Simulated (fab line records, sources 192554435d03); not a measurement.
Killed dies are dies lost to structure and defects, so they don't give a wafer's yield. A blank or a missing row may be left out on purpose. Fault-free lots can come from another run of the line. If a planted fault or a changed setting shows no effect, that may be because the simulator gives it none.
Comparing a struck lot with a sound one :: flow n5Finfet :: 41 steps out of a route of 1938
Sound: the wafers L330.1, L330.2, L330.4. Struck: wafer L341.2 (left out: L341.3, a lot-mate that was not struck); the cause follows at the end.
Order at every step that has rows: each side's tool, ch and its chambers, its first start. Under that, the readings that differ: sound wafers :: struck wafers :: difference of the means :: sigmas: that difference in standard deviations of wafers without a fault.
alike: a reading whose means differ by less than 2 such deviations, as well as words and numbers matching on both sides. not compared: withheld readings; readings where some wafer has no value; bounds like >300 that might hide an equal value; numbers whose values overlap and for which the record gives no deviation.
Wherever a step has rows on one side only, a row that says differs or no value, or a row with sigmas, the two part there. Non-overlapping numbers with no deviation appear without sigmas and do not part them. A reading that every wafer of one side lacks parts them only if that side has two wafers or more.

first, 12 steps without rows for these wafers: N5_HKMG_FIN_STRIP_33 (strips in N2/H2); N5_HKMG_FIN_STRIP_34 (strips in CF4); N5_HKMG_FIN_ETCH_35 (etches SOC in N2/H2, target depth 215.8 nm, time 243.4 s); N5_HKMG_FIN_STRIP_92 (strips SOC in N2/H2, time 20 s); N5_HKMG_FIN_WET_ETCH_18 (etches TiN in SC1, time 55 s, target depth 5.2 nm, rinse time 30 s); N5_HKMG_FIN_STRIP_19 (strips in N2/H2, time 360 s); N5_HKMG_FIN_ALD_91 (deposits TiN, target thk 1 nm, pulse time 1 s, purge time 3 s); N5_HKMG_FIN_COAT_85 (time 60 s, resist thk 300 nm); N5_HKMG_FIN_ETCH_86 (etches SOC in N2/H2, stops on TiN, target depth 393.2 nm); N5_HKMG_FIN_STRIP_89 (strips SOC in N2/H2, time 20 s); N5_HKMG_FIN_WET_ETCH_87 (etches TiN in SC1, time 154.2 s, target depth 4.7 nm, rinse time 30 s); N5_HKMG_FIN_STRIP_88 (strips in N2/H2, time 360 s).
N5_HKMG_FIN_NWFM_ALD_20: deposits TiAlC, target thk 2 nm, pulse time 3 s, purge time 2 s.
  sound on aldMetal-03 ch 1,2,3, day 7 06:32; struck on aldMetal-03 ch 3, day 10 03:30
reading: aldCycles
sound: 7 7 7
struck: 4
difference: -3
sigmas: 

reading: model.TiAlC_of_HKMG_FIN_NWFM_ALD_20.thkNm (nm)
sound: 2 2 2
struck: 1.2
difference: -0.8
sigmas: 
  alike: chamberPressureTorr, heaterPowerW, precursorPulseHeightRel
then, 26 steps without rows for these wafers: N5_HKMG_FIN_ALD_71 (deposits TiN, target thk 1 nm, pulse time 1 s, purge time 3 s); N5_HKMG_FIN_COAT_66 (time 60 s, resist thk 300 nm); N5_HKMG_FIN_ETCH_67 (etches SOC in N2/H2, stops on TiN, target depth 388.9 nm); N5_HKMG_FIN_STRIP_90 (strips SOC in N2/H2, time 20 s); N5_HKMG_FIN_WET_ETCH_73 (etches the open film in SC1, time 42.3 s, target depth 1.3 nm, rinse time 30 s); N5_HKMG_FIN_ETCHBACK_68 (etches the open film in Cl2/Ar, stops on HfO2, target depth 0.5 nm); N5_HKMG_FIN_STRIP_69 (strips in N2/H2, time 360 s); N5_HKMG_FIN_ALD_21 (deposits TiN, target thk 1.5 nm, pulse time 1 s, purge time 3 s); N5_HKMG_FIN_ALD_72 (deposits W, target thk 2 nm, pulse time 1 s, purge time 2 s); N5_HKMG_FIN_W_FILL_22 (material W, target thk 60 nm, time 18.2 s); N5_HKMG_FIN_PRECLEAN_83 (cleans in DIW, time 57.5 s); N5_HKMG_FIN_SRD_84 (dry time 32 s); N5_HKMG_FIN_CMP_23 (polishes, stops on SiNx, t overpolish 10 s, target thk 46.326 nm); N5_HKMG_FIN_CMP_94 (polishes, stops on SiNx, t overpolish 4.7 s, target thk 43.299 nm); N5_GATE_CUT_ETCHBACK_00 (etches W in SF6/Cl2); N5_GATE_CUT_ETCH_56 (etches TiN in Cl2/Ar, target depth 21.6 nm); N5_GATE_CUT_ETCHBACK_30 (etches TiN in Cl2/Ar, target depth 3 nm); N5_GATE_CUT_VAPOR_ETCH_60 (etches HfO2 in BCl3/Cl2); N5_GATE_CUT_ETCH_58 (etches SiNx in CH3F/O2, target depth 17 nm, time 128.6 s); N5_GATE_CUT_STRIP_59 (strips in N2/H2, time 20 s); N5_GATE_CUT_PRECLEAN_31 (cleans in DIW, time 300 s); N5_GATE_CUT_SRD_32 (time 30 s); N5_GATE_CUT_SAC_CAP_01 (material SiNx, target thk 24 nm, pulse time 1 s, ald cycles 480); N5_GATE_CUT_PECVD_57 (deposits SiNx from SiH4/NH3/N2, target thk 21 nm); N5_GATE_CUT_CMP_02 (polishes, stops on SiO2, t overpolish 12.7 s, target thk 0 nm); N5_GATE_CUT_HM_DEP_46 (deposits SiO2 from TEOS/O2, target thk 130 nm, time 26.6 s).
-- here the record skips 5 days between the struck wafers' starts before and after, leaving off in module GATE_CUT and picking up in module BEOL_M4 (first step shown: number 1111 of the route) --
N5_BEOL_M4_RC_MEAS_101:
  sound on prober-01 ch 0, day 11 17:09; struck on prober-01 ch 0, day 14 20:13
reading: DIBL_P (mV/V)
sound: 36.3 36.6 37.6
struck: 42.9
difference: +6.1
sigmas: +3

reading: IOFF_N (nA/um)
sound: 0.18 0.20 0.20
struck: 0.02
difference: -0.17
sigmas: -5

reading: IOFF_N_85C (nA/um)
sound: 3.5 3.9 3.8
struck: 0.4
difference: -3.3
sigmas: -6

reading: IOFF_N_LIN (nA/um)
sound: 0.085 0.093 0.095
struck: 0.006
difference: -0.085
sigmas: -7

reading: IOFF_N_LONG (nA/um)
sound: 5.83e-05 6.01e-05 5.86e-05
struck: 2.12e-05
difference: -3.78e-05
sigmas: -16

reading: IOFF_P (nA/um)
sound: 0.24 0.25 0.28
struck: 0.55
difference: +0.29
sigmas: +8

reading: IOFF_P_85C (nA/um)
sound: 4.0 4.2 4.6
struck: 8.3
difference: +4.0
sigmas: +7

reading: IOFF_P_LIN (nA/um)
sound: 0.109 0.113 0.123
struck: 0.236
difference: +0.121
sigmas: +9

reading: IOFF_P_LONG (nA/um)
sound: 0.000115 0.000111 0.000119
struck: 0.000166
difference: +0.000051
sigmas: +7

reading: ION_N (uA/um)
sound: 684 697 693
struck: 523
difference: -168
sigmas: -14

reading: ION_P (uA/um)
sound: 461 465 470
struck: 495
difference: +30
sigmas: +4

reading: VT_N (mV)
sound: 246 245 246
struck: 325
difference: +79
sigmas: +24

reading: VT_N_LONG (mV)
sound: 272.0 274.0 273.9
struck: 360.5
difference: +87.2
sigmas: +51

reading: VT_N_LVT (mV)
sound: 98 97 96
struck: 170
difference: +73
sigmas: +21

reading: VT_P (mV)
sound: -249.3 -247.6 -246.7
struck: -230.2
difference: +17.7
sigmas: +6

reading: VT_P_LONG (mV)
sound: -273.0 -272.3 -274.4
struck: -256.6
difference: +16.6
sigmas: +6

reading: VT_P_LVT (mV)
sound: -95.7 -96.4 -94.1
struck: -75.8
difference: +19.6
sigmas: +7
  alike: DIBL_N, SS_N, SS_P
-- here the record skips 4 days between the struck wafers' starts before and after, leaving off in module BEOL_M4 and picking up in module PASSIVATION (first step shown: number 1936 of the route) --
N5_PASSIVATION_PROBE_49:
  sound: prober-02 at day 16 12:20; struck: prober-02 at day 19 05:11
reading: sort_bin_4_leakage (%)
sound: 0 0 0
struck: 26.53
difference: +26.53
sigmas: +99 or more

reading: sort_bin_8_speed (%)
sound: 0 0 0
struck: 65.7
difference: +65.7
sigmas: +60

reading: sortNPass
sound: 1077 1079 1071
struck: 0
difference: -1076
sigmas: -51

reading: sortYieldPct (%)
sound: 91.3 91.4 90.8
struck: 0
difference: -91
sigmas: -54
  alike: defectLimitedYield, killed_at_M0_to_M3, killed_at_M4_up, killedAtContacts, killedAtFrontEnd, killedAtOther, killedDies, killedOpen, killedShort, sort_bin_5_function, sort_bin_6_memory

## WHERE THEY PART
First at N5_BEOL_M4_RC_MEAS_101; last, within this record, at N5_PASSIVATION_PROBE_49.

WHY: whatever the simulator had introduced
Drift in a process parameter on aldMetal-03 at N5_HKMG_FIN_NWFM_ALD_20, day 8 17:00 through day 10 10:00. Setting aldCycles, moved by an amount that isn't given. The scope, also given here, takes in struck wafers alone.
